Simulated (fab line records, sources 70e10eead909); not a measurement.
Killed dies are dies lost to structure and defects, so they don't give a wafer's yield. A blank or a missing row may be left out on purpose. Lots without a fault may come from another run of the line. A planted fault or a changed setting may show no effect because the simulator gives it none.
Chamber matching | flow nand_harc | NHARC_A_STAIRCASE_DEP_280 on pecvd-04: 3 sister chambers
The step deposits SiON, target thk 30 nm. 6 wafers are shown with their chamber, then 7 later ones without.

WAFERS WITH THEIR CHAMBER
wafer  | chamber | heater_power_w (W)
L078.2 | 2       | 663
L089.1 | 2       | 561
L089.3 | 0       | 834
L089.4 | 1       | 656
L090.2 | 1       | 668
L090.3 | 0       | 878

WAFERS WITHOUT THEIR CHAMBER
wafer  | heater_power_w (W)
L090.6 | 644
L091.2 | 662
L091.3 | 878
L091.6 | 693
L094.1 | 665
L094.3 | 645
L094.6 | 873

WHICH CHAMBER EACH WENT THROUGH
wafer  | from the rows above     | in truth
L090.6 | can't be placed: 1 or 2 | 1
L091.2 | can't be placed: 1 or 2 | 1
L091.3 | 0                       | 0
L091.6 | can't be placed: 1 or 2 | 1
L094.1 | can't be placed: 1 or 2 | 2
L094.3 | can't be placed: 1 or 2 | 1
L094.6 | 0                       | 0
Placed correctly: 2 of 7. Can't be placed from these rows: 5 (the true chamber is among the candidates in 5). Placed wrongly: 0.
How it was worked out, from the rows above alone: a wafer's distance from a chamber is the root of the sum, over the readings, of the square of ((its reading less the chamber's mean) divided by the reading's scatter). The wafer belongs to the nearest chamber; if the next one is less than 2 further off, it can't be placed. A chamber's mean is the mean of its shown wafers. The scatter: the root of (the sum of the squares of (reading less its chamber's mean) over the shown wafers, divided by (wafers less chambers)).
